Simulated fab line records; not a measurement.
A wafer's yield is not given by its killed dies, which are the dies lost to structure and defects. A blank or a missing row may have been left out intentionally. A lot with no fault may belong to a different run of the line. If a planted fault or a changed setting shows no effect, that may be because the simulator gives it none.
Matching of chambers :: flow n5Finfet :: 4 sister chambers for N5_SPACER0_ALD_07 on aldSin-02
The step deposits SiNx, target thk 2 nm. 8 wafers are shown with their chamber, then 10 later ones without.

WAFERS PAIRED WITH THEIR CHAMBERS
wafer: L083.2
chamber: 1
heaterPowerW (W): 948

wafer: L085.5
chamber: 0
heaterPowerW (W): 924

wafer: L087.5
chamber: 2
heaterPowerW (W): 928

wafer: L089.1
chamber: 2
heaterPowerW (W): 930

wafer: L089.4
chamber: 3
heaterPowerW (W): 778

wafer: L089.5
chamber: 1
heaterPowerW (W): 946

wafer: L091.2
chamber: 0
heaterPowerW (W): 924

wafer: L091.3
chamber: 3
heaterPowerW (W): 752

WAFERS WITH NO CHAMBER GIVEN
wafer: L091.6
heaterPowerW (W): 933

wafer: L094.1
heaterPowerW (W): 921

wafer: L094.5
heaterPowerW (W): 768

wafer: L094.6
heaterPowerW (W): 938

wafer: L095.2
heaterPowerW (W): 909

wafer: L095.3
heaterPowerW (W): 946

wafer: L095.4
heaterPowerW (W): 971

wafer: L097.3
heaterPowerW (W): 944

wafer: L097.5
heaterPowerW (W): 756

wafer: L097.6
heaterPowerW (W): 961

EACH ONE'S CHAMBER
wafer: L091.6
from the rows above: can't be placed: 2 or 0 or 1
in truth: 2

wafer: L094.1
from the rows above: can't be placed: 0 or 2
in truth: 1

wafer: L094.5
from the rows above: 3
in truth: 3

wafer: L094.6
from the rows above: can't be placed: 1 or 2 or 0
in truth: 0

wafer: L095.2
from the rows above: can't be placed: 0 or 2
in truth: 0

wafer: L095.3
from the rows above: can't be placed: 1 or 2
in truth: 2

wafer: L095.4
from the rows above: can't be placed: 1 or 2
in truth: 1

wafer: L097.3
from the rows above: can't be placed: 1 or 2 or 0
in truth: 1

wafer: L097.5
from the rows above: 3
in truth: 3

wafer: L097.6
from the rows above: can't be placed: 1 or 2
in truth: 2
Correct placement for 2 of the 10. Cannot be placed on the basis of these rows: 8; the candidates contain the true chamber in 7. 0 placed wrongly.
How it was worked out, from the rows above alone: a wafer's distance from a chamber is the root of the sum, over the readings, of the square of ((its reading less the chamber's mean) divided by the reading's scatter). The wafer belongs to the nearest chamber; if the next one is less than 2 further off, it can't be placed. Each chamber's mean is taken over the wafers shown for it. How the scatter is found: for the shown wafers, subtract from each reading the mean of its chamber, square and add these, divide the total by (wafers less chambers), then take the root.
